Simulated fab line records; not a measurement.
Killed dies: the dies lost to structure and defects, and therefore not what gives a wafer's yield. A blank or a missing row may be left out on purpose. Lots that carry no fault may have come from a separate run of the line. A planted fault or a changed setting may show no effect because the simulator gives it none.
fab line records	flow n5-finfet
record: lots: 4	wafers: 12	last-day: 18
route steps=1938 shown BEOL_M2@921 BEOL_M3@931 BEOL_M4@1111 PASSIVATION@1936
lots untouched by any fault: they come from a run of this same line in which no faults occurred
start-h: the number of hours between the record's first day and the start of the first shown wafer of the lot	wait-h: hours elapsed since this lot's preceding step	" the same as in the row above	L1.1+2: one row covering several wafers at once	- no value, or no start given	* or withheld: withheld	< > ~ a bound
route shown NAME@n: NAME is a module with steps in the file, n the number in the route of the first one	usual: average and standard deviation across the fault-free wafers	same: alike in all rows	chamber/n: place in a boat	sites: per-site readings	_std_site: the standard deviation of these	_edge_site: outer sites' mean less inner sites'	radius-mm: for every site, how far away it sits from the centre of the wafer	mask NAME#n: copy n	behind: the tool/chamber that last shaped the wafer	hold: cause of the lot's hold/its duration in hours/its outcome	device: names the non-switching transistor (n, p or np)	end of line: the tests these same wafers got at the end of their route	for a step that has no rows: nothing shown but its recipe	killed: the dies lost at the first sort to structure and to defects; this is not the yield of the wafer	map: a wafer's dies, marking killed ones x, the rest . and places with no die _
set.NAME: the run value of the setting; set.NAME@STEP: its run value at that earlier step	model.NAME: the simulator's own value behind a step, which no gauge read
lots seen at some steps along the route; tables by step, rows by wafer
services: a tool's chamber out of use, with start hour (start-h, from the record's first day; less than 0 if before it), hours out, and reason
== steps ==
step: N5_BEOL_M2_ECD_50
recipe: material: Cu	target-thk-a: 3000
step: N5_BEOL_M2_ANNEAL_51
recipe: temp-c: 225	time-s: 90	ambient: N2
step: N5_BEOL_M2_CMP_52
recipe: stop-on: SiOC	t-overpolish-s: 6.8	down-force-psi: 1	platen-rpm: 50	clearing-platen-down-force-psi: 1.5	clearing-platen-rpm: 50	post-cmp-clean: cu-alkaline	target-thk-nm: 40	clearing-platen-pad-velocity-m-s: 0.99484	pad-velocity-m-s: 0.99484
step: N5_BEOL_M2_PRE_CLEAN_60
recipe: gas: NH3/H2	time-s: 15	temp-c: *	rf-power-w: 300
step: N5_BEOL_M2_CO_CAP_55
recipe: material: Co	target-thk-a: 20	temp-c: 200	precursor: CCTBA/H2	pressure-torr: 30	time-s: 102.1
step: N5_BEOL_M2_PRE_CLEAN_56
recipe: gas: NH3	time-s: 15	temp-c: withheld	rf-power-w: 300
step: N5_BEOL_M2_DEP_57
recipe: material: SiCN	target-thk-a: 80	temp-c: withheld	precursor: 3MS/NH3	pressure-torr: 3	rf-w: 202	time-s: 14
step: N5_BEOL_M3_ILD_DEP_00
recipe: material: SiOC	target-thk-a: 790	temp-c: 350	precursor: DEMS/O2	pressure-torr: 5	rf-w: 500	time-s: 15.3
step: N5_BEOL_M3_PECVD_72
recipe: material: SiO2	target-thk-a: 160	temp-c: 400	precursor: TEOS/O2	pressure-torr: 5.5	rf-w: 450	teos-flow-sccm: 53.8	gas: O2	flow-sccm: 3000	time-s: 18
usual: heater-power-w: 682/92	showerhead-plenum-p-Torr: 8.78/0.066	susceptor-temp-C: 400.01/0.21	throttle-valve-pct: 22.0/1.3
lot.wafer	tool	chamber	start-h	wait-h	heater-power-w	showerhead-plenum-p-Torr	susceptor-temp-C	throttle-valve-pct	model.SiO2_of_BEOL_M3_PECVD_72.thk-nm
L925.2	pecvd-02	2	203.98	0.0	789	8.86	404.87	19.7	15
L925.3	"	2	"	"	776	8.86	404.64	19.9	15.4
L925.5	"	2	"	"	792	8.86	404.88	19.7	15.4
L926.1	pecvd-02	2	207.74	0.0	651	8.84	404.97	19.9	15.4
L926.5	"	2	"	"	649	8.85	404.94	20.1	15.6
L926.6	"	0	"	"	664	8.75	404.97	23.5	15.6
L937.1	pecvd-02	1	274.79	0.0	554	8.72	399.75	22.4	16
L937.3	"	0	"	"	619	8.74	399.78	23.4	15.8
L937.5	"	2	"	"	763	8.83	400.24	20.0	16
L938.1	pecvd-01	0	278.03	0.0	720	8.82	400.40	21.8	16.4
L938.4	"	1	"	"	918	8.78	400.27	23.6	16.4
L938.6	"	2	"	"	705	8.80	399.89	20.7	16.6
step: N5_BEOL_M3_HM_DEP_02
recipe: material: TiN	target-thk-a: 200	temp-c: 25	chamber-pressure-pa: 0.49996
step: N5_BEOL_M3_COAT_61
recipe: resist: SOC	temp-c: 250	time-s: 60	spin-rpm: 1500	resist-thk-nm: 60
step: N5_BEOL_M3_COAT_62
recipe: resist: SiARC	temp-c: 220	time-s: 60	spin-rpm: 1500	resist-thk-nm: 12
step: N5_BEOL_M3_COAT_73
recipe: resist: underlayer	temp-c: 205	time-s: 60	spin-rpm: 1500	resist-thk-nm: 5
step: N5_BEOL_M3_COAT_05
recipe: resist: CAR-EUV	spin-rpm: 1500	resist-thk-nm: 30
step: N5_BEOL_M3_EBR_07
recipe: solvent: PGMEA	ebr-width-mm: 1.5
step: N5_BEOL_M3_SOFTBAKE_06
recipe: temp-c: 110	time-s: 60	resist: CAR-EUV
step: N5_BEOL_M3_EXPOSE_08
recipe: mask-id: M3	na: 0.33	source-shape: dipole	sigma-inner: 0.369	sigma-outer: 0.767	polarization: unpolarized	dose-mj: 33
step: N5_BEOL_M3_PEB_09
recipe: peb-temp-c: 100	peb-time-s: 60	resist: CAR-EUV
step: N5_BEOL_M3_DEVELOP_10
recipe: develop-time-s: 30	developer: TMAH	resist: CAR-EUV	rinse-liquid: surfactant-rinse	dry: air-spin	dev-temp-c: 23
step: N5_BEOL_M3_DESCUM_16
recipe: chemistry: O2	time-s: 7	source-power-w: 50	bias-power-w: 20	pressure-mtorr: 20	rf-frequency-hz: 2.712e+07	temp-c: 40	resist: CAR-EUV	o2-flow-sccm: 225
step: N5_BEOL_M3_ETCH_74
recipe: chemistry: N2/H2	target: underlayer	target-depth-a: 65	mask-material: CAR-EUV	time-s: 5.2	ion-energy-ev: 200	pressure-mtorr: 30	source-w: 840	bias-w: 150	n2-flow-sccm: 200	h2-flow-sccm: 200	ends: cleared
step: N5_BEOL_M3_ETCH_63
recipe: chemistry: CF4	target: SiARC	target-depth-a: 156	mask-material: CAR-EUV	time-s: 26	ion-energy-ev: 80	pressure-mtorr: 40	source-w: 545	bias-w: 36	Ar_flow_sccm: 100	cf4-flow-sccm: 100	ends: cleared
step: N5_BEOL_M3_ETCH_64
recipe: chemistry: N2/H2	target: SOC	target-depth-a: 750	overetch-a: 150	mask-material: SiARC	temp-c: 40	time-s: 112.5	ion-energy-ev: 200	pressure-mtorr: 30	source-w: 840	bias-w: 150	n2-flow-sccm: 200	h2-flow-sccm: 200
step: N5_BEOL_M3_STRIP_65
recipe: chemistry: N2/H2	temp-c: 40	n2-flow-sccm: 200	h2-flow-sccm: 200	rf-frequency-hz: 6e+07
step: N5_BEOL_M3_STRIP_75
recipe: chemistry: N2/H2	temp-c: 40	n2-flow-sccm: 200	h2-flow-sccm: 200	rf-frequency-hz: 6e+07
step: N5_BEOL_M3_STRIP_66
recipe: chemistry: CF4	resist: SiARC	power-w: 300	bias-power-w: 75	pressure-mtorr: 50	cf4-flow-sccm: 150	rf-frequency-hz: 6e+07
step: N5_BEOL_M3_HM_OPEN_17
recipe: chemistry: Cl2/BCl3	target-depth-a: 200	overetch-a: 60	target: TiN	mask-material: SOC	ion-energy-ev: 150	pressure-mtorr: 10	icp-w: 1000	bias-w: 126	Cl2_flow_sccm: 53.25	bcl3-flow-sccm: 21.75	Ar_flow_sccm: 25
step: N5_BEOL_M3_STRIP_19
recipe: chemistry: O2	power-w: 400	temp-c: 40	pressure-mtorr: 30	rf-frequency-hz: 6e+07	bias-power-w: 0	overash-fraction: 0.2	o2-flow-sccm: 225
step: N5_BEOL_M3_COAT_67
recipe: resist: SOC	temp-c: 250	time-s: 60	spin-rpm: 1500	resist-thk-nm: 60
step: N5_BEOL_M3_COAT_68
recipe: resist: SiARC	temp-c: 220	time-s: 60	spin-rpm: 1500	resist-thk-nm: 12
step: N5_BEOL_M3_COAT_76
recipe: resist: underlayer	temp-c: 205	time-s: 60	spin-rpm: 1500	resist-thk-nm: 5
step: N5_BEOL_M3_COAT_22
recipe: resist: CAR-EUV	spin-rpm: 1500	resist-thk-nm: 30
step: N5_BEOL_M3_EBR_24
recipe: solvent: PGMEA	ebr-width-mm: 1.5
step: N5_BEOL_M3_SOFTBAKE_23
recipe: temp-c: 110	time-s: 60	resist: CAR-EUV
step: N5_BEOL_M3_HM_STRIP_39
recipe: chemistry: peroxide-tin-strip	material: TiN	target-depth-a: 250	temp-c: 50	time-s: 158
lot.wafer	tool	chamber	start-h	wait-h	model.SiO2_of_BEOL_M3_PECVD_72.thk-nm
L925.2	wet-bench-05	1	213.76	0.0	14.8
L925.3+5	"	6,7	"	"	15.2
L926.1	wet-bench-05	6	217.10	0.0	15.2
L926.5	"	0	"	"	15.6
L926.6	"	3	"	"	15.4
L937.1+5	wet-bench-06	2,5	295.85	0.0	15.8
L937.3	"	4	"	"	15.6
L938.1+4	wet-bench-02	4,6	299.34	0.0	16.2
L938.6	"	2	"	"	16.4
step: N5_BEOL_M4_RC_MEAS_101
usual: DIBL_N: 36.0/2	DIBL_P: 36.2/2.2	IOFF_N: 0.16/0.034	IOFF_P: 0.21/0.04	ION_N: 675/12	ION_P: 463/7.2	SS_N: 71.6/0.6	SS_P: 73.3/0.67	VT_N: 250/3	VT_P: -251/3.4
lot.wafer	tool	chamber	start-h	wait-h	DIBL_N[mV/V]	DIBL_P[mV/V]	IOFF_N[nA/um]	IOFF_P[nA/um]	ION_N[uA/um]	ION_P[uA/um]	SS_N[mV/dec]	SS_P[mV/dec]	VT_N[mV]	VT_P[mV]
L925.2	prober-02	0	234.80	0.2	35.9	36.9	0.17	0.21	675	456	72.1	73.2	251	-253
L925.3	"	0	"	"	35.2	35.1	0.16	0.17	680	460	71.4	73.1	251	-254
L925.5	"	0	"	"	35.8	35.8	0.16	0.19	673	458	71.1	73.7	251	-254
L926.1	prober-01	0	242.60	0.0	38.7	37.5	0.16	0.20	668	454	70.9	73.9	253	-252
L926.5	"	0	"	"	40.5	39.3	0.19	0.24	679	461	71.7	74.9	249	-252
L926.6	"	0	"	"	41.2	41.1	0.22	0.26	698	466	72.2	74.8	249	-249
L937.1	prober-01	0	311.62	0.0	36.0	35.9	0.15	0.21	665	455	71.9	72.3	250	-250
L937.3	"	0	"	"	34.3	33.7	0.14	0.19	681	460	71.3	72.5	248	-248
L937.5	"	0	"	"	36.6	36.7	0.18	0.23	686	469	71.4	73.7	249	-247
L938.1	prober-01	0	316.99	0.0	34.8	34.2	0.13	0.17	674	461	71.5	73.4	254	-253
L938.4	"	0	"	"	34.8	34.1	0.13	0.18	665	458	71.5	73.5	253	-253
L938.6	"	0	"	"	36.5	36.2	0.16	0.20	680	463	71.9	74.2	252	-252
step: N5_PASSIVATION_PROBE_49
usual: defect-limited-yield: 91.5/1.5	killed_at_M0_to_M3: 33/10	killed_at_M4_up: 15/6.4	killed-at-contacts: 12/5.4	killed-at-front-end: 38/9.8	killed-at-other: 4/3.1	killed-dies: 101/18	killed-open: 67/14	killed-short: 33/7.9	sort_bin_5_function: 5.0/1	sort_bin_6_memory: 3.2/0.67	sort-n-pass: 1079/18	sort-yield-pct: 91.5/1.5
same: gross-dies: 1180	killed-at-back-side: 0	sort_bin_4_leakage[%]: 0	sort_bin_8_speed[%]: 0
lot.wafer	tool	chamber	start-h	wait-h	defect-limited-yield[%]	killed_at_M0_to_M3	killed_at_M4_up	killed-at-contacts	killed-at-front-end	killed-at-other	killed-dies	killed-open	killed-short	sort_bin_5_function[%]	sort_bin_6_memory[%]	sort-n-pass	sort-yield-pct[%]
L925.2	prober-01	-	350.61	0.1	92.2	11	23	15	42	1	92	58	34	4.4	3.2	1088	92.2
L925.3	prober-01	-	350.66	0.1	91.9	29	19	5	34	8	95	59	35	4.7	3.1	1085	91.9
L925.5	prober-01	-	350.76	0.2	93.2	24	17	5	30	4	80	50	30	4.0	2.5	1100	93.2
L926.1	prober-02	-	376.83	0.0	90.6	35	14	11	46	5	111	75	33	5.4	3.5	1069	90.6
L926.5	prober-02	-	377.03	0.2	93.9	20	10	12	30	0	72	46	24	3.5	2.4	1108	93.9
L926.6	prober-02	-	377.08	0.3	90.1	30	12	15	58	2	117	64	51	5.3	4.6	1063	90.1
L937.1	prober-02	-	424.32	0.0	92.5	24	12	7	46	0	89	64	24	5.0	2.3	1091	92.5
L937.3	prober-02	-	424.42	0.1	91.5	43	6	10	38	3	100	66	34	4.5	3.8	1080	91.5
L937.5	prober-02	-	424.52	0.2	92.8	16	10	11	47	1	85	57	27	4.0	3.1	1095	92.8
L938.1	prober-01	-	437.12	0.0	93.6	23	9	9	33	1	75	51	24	3.6	2.6	1105	93.6
L938.4	prober-01	-	437.27	0.2	91.4	26	11	7	56	1	101	67	34	4.9	3.5	1079	91.4
L938.6	prober-01	-	437.37	0.3	92.8	32	12	6	35	0	85	66	18	5.0	2.0	1095	92.8
killed by level:class
L925.2 FIN_SAQP:geometric-particle:open=13 FIN_SAQP:geometric-particle:short=11 MOL_CONTACT_COAG:geometric-particle:open=11 BEOL_M4:geometric-particle:open=11 GATE_CUT:geometric-particle:short=5 STI_FIN_REVEAL:geometric-particle:open=4 MOL_CONTACT_COAG:geometric-particle:short=4 BEOL_M5:geometric-particle:short=4
L925.3 FIN_SAQP:geometric-particle:short=11 BEOL_M2:geometric-particle:open=9 FIN_SAQP:geometric-particle:open=8 BEOL_M1:geometric-particle:open=6 BEOL_M3:geometric-particle:open=6 BEOL_M5:geometric-particle:open=6 MOL_CONTACT_COAG:geometric-particle:open=4 BEOL_M4:geometric-particle:open=4
L925.5 BEOL_M0_SAQP:geometric-particle:short=7 BEOL_M4:geometric-particle:open=7 FIN_SAQP:geometric-particle:short=6 FIN_SAQP:geometric-particle:open=5 BEOL_M0_SAQP:geometric-particle:open=5 STARTING-WAFER:geometric-particle:open=5 STI_FIN_REVEAL:geometric-particle:open=4 BEOL_M1:geometric-particle:open=4
L926.1 STI_FIN_REVEAL:geometric-particle:open=16 BEOL_M0_SAQP:geometric-particle:short=12 FIN_SAQP:geometric-particle:open=10 MOL_CONTACT_COAG:geometric-particle:open=10 BEOL_M0_SAQP:geometric-particle:open=7 BEOL_M2:geometric-particle:open=6 STARTING-WAFER:geometric-particle:short=5 DUMMY_GATE:geometric-particle:open=4
L926.5 FIN_SAQP:geometric-particle:open=9 BEOL_M0_SAQP:geometric-particle:short=7 MOL_CONTACT_COAG:geometric-particle:short=6 MOL_CONTACT_COAG:geometric-particle:open=6 BEOL_M0_SAQP:geometric-particle:open=6 STI_FIN_REVEAL:geometric-particle:open=5 BEOL_M2:geometric-particle:open=5 BEOL_M4:geometric-particle:open=4
L926.6 FIN_SAQP:geometric-particle:open=17 MOL_CONTACT_COAG:geometric-particle:open=13 BEOL_M0_SAQP:geometric-particle:short=13 FIN_SAQP:geometric-particle:short=10 BEOL_M0_SAQP:geometric-particle:open=8 ILD0:geometric-particle:short=4 GATE_CUT:geometric-particle:short=4 DUMMY_GATE:geometric-particle:open=3
L937.1 FIN_SAQP:geometric-particle:short=10 BEOL_M3:geometric-particle:open=8 MOL_CONTACT_COAG:geometric-particle:open=7 FIN_SAQP:geometric-particle:open=5 STI_FIN_REVEAL:geometric-particle:open=5 DUMMY_GATE:geometric-particle:open=5 BEOL_M2:geometric-particle:open=5 BEOL_M4:geometric-particle:open=5
L937.3 BEOL_M1:geometric-particle:open=10 BEOL_M0_SAQP:geometric-particle:open=10 FIN_SAQP:geometric-particle:short=9 FIN_SAQP:geometric-particle:open=9 MOL_CONTACT_COAG:geometric-particle:open=9 BEOL_M0_SAQP:geometric-particle:short=8 BEOL_M3:geometric-particle:open=8 BEOL_M4:geometric-particle:open=5
L937.5 FIN_SAQP:geometric-particle:open=9 MOL_CONTACT_COAG:geometric-particle:open=8 STI_FIN_REVEAL:geometric-particle:open=6 DUMMY_GATE:geometric-particle:open=5 STARTING-WAFER:geometric-particle:open=5 FIN_SAQP:geometric-particle:short=4 MOL_CONTACT_COAG:geometric-particle:short=3 ILD0:geometric-particle:short=3
L938.1 FIN_SAQP:geometric-particle:open=7 MOL_CONTACT_COAG:geometric-particle:open=7 BEOL_M3:geometric-particle:open=7 BEOL_M0_SAQP:geometric-particle:open=5 STARTING-WAFER:geometric-particle:open=5 FIN_SAQP:geometric-particle:short=4 ILD0:geometric-particle:short=4 GATE_CUT:geometric-particle:short=4
L938.4 FIN_SAQP:geometric-particle:open=23 FIN_SAQP:geometric-particle:short=12 STI_FIN_REVEAL:geometric-particle:open=8 MOL_CONTACT_COAG:geometric-particle:open=7 STARTING-WAFER:geometric-particle:short=5 BEOL_M4:geometric-particle:open=4 BEOL_M0_SAQP:geometric-particle:short=4 BEOL_M2:geometric-particle:open=4
L938.6 FIN_SAQP:geometric-particle:open=14 BEOL_M1:geometric-particle:open=10 BEOL_M2:geometric-particle:open=7 MOL_CONTACT_COAG:geometric-particle:open=6 FIN_SAQP:geometric-particle:short=5 BEOL_M0_SAQP:geometric-particle:open=5 BEOL_M3:geometric-particle:open=5 BEOL_M4:geometric-particle:open=4
== services ==
tool	chamber	start-h	hours	kind
pecvd-01	2	187.71	5.5	scheduled-down
pecvd-02	0	199.26	5.5	scheduled-down
wet-bench-05	-	203.59	1.9	pm
wet-bench-02	-	221.40	4.7	repair
wet-bench-02	-	245.90	2.4	repair
pecvd-02	2	268.35	5.5	scheduled-down
wet-bench-05	-	298.90	3.9	repair
== key ==
first-sign: step: N5_BEOL_M3_PECVD_72	reading: susceptor-temp-C	direction: up	sigmas: 24	usual: *	struck: *
effect none on later readings
model-effect: step: N5_BEOL_M3_PECVD_72	value: SiO2_of_BEOL_M3_PECVD_72.thk-nm	without: 15.93	struck: 15.4
model-effect: step: N5_BEOL_M3_HM_STRIP_39	value: SiO2_of_BEOL_M3_PECVD_72.thk-nm	without: 15.8	struck: 15.23
met-at N5_BEOL_M3_PECVD_72
struck-wafers L925.2,L925.3,L925.5,L926.1,L926.5,L926.6
fault: kind: process-parameter-drift	tool: pecvd-02	chamber: -	onset-h: 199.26	steps: N5_BEOL_M3_PECVD_72	channel: temp-c	offset: *	shape: step	end-h: 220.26	acts-in: *	stated: *
